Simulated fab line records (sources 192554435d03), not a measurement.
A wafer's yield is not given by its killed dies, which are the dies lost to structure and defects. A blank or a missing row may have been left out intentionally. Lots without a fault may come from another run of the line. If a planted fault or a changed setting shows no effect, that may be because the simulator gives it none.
Chamber matching | flow n5 finfet | N5_BEOL_M5_ETCH_72 on rie diel-04 has 4 sister chambers
The step etches underlayer in N2/H2, target depth 6.5 nm, time 5.2 s. 8 wafers are shown with their chamber, then 12 later ones without.

EACH WAFER AND ITS CHAMBER
wafer  | chamber | showerhead plenum p Torr (Torr) | throttle valve pct (%)
L079.5 | 1       | 2.64                            | 17.97
L081.2 | 0       | 2.49                            | 17.43
L081.3 | 1       | 2.64                            | 17.99
L083.3 | 3       | 2.69                            | 17.74
L083.6 | 2       | 2.60                            | 17.84
L089.1 | 0       | 2.48                            | 17.47
L089.4 | 3       | 2.68                            | 17.74
L089.6 | 2       | 2.59                            | 17.89

WAFERS WITHOUT THEIR CHAMBER
wafer  | showerhead plenum p Torr (Torr) | throttle valve pct (%)
L090.1 | 2.63                            | 18.00
L090.3 | 2.68                            | 17.76
L090.4 | 2.59                            | 17.88
L091.2 | 2.63                            | 17.99
L091.3 | 2.68                            | 17.77
L091.6 | 2.68                            | 17.76
L092.3 | 2.48                            | 17.49
L092.5 | 2.48                            | 17.46
L092.6 | 2.68                            | 17.77
L095.2 | 2.59                            | 17.89
L095.4 | 2.48                            | 17.47
L095.6 | 2.67                            | 17.77

CHAMBER TAKEN BY EACH
wafer  | from the rows above | in truth
L090.1 | 1                   | 1
L090.3 | 3                   | 3
L090.4 | 2                   | 2
L091.2 | 1                   | 1
L091.3 | 3                   | 3
L091.6 | 3                   | 3
L092.3 | 0                   | 0
L092.5 | 0                   | 0
L092.6 | 3                   | 3
L095.2 | 2                   | 2
L095.4 | 0                   | 0
L095.6 | 3                   | 3
Correct placement for 12 of the 12. Number that these rows cannot place: 0. Placed wrongly: 0.
How it was worked out, from the rows above alone: a wafer's distance from a chamber is the root of the sum, over the readings, of the square of ((its reading less the chamber's mean) divided by the reading's scatter). The wafer belongs to the nearest chamber; if the next one is less than 2 further off, it can't be placed. The mean given for a chamber averages the wafers shown for that chamber. The scatter: the root of (the sum of the squares of (reading less its chamber's mean) over the shown wafers, divided by (wafers less chambers)).
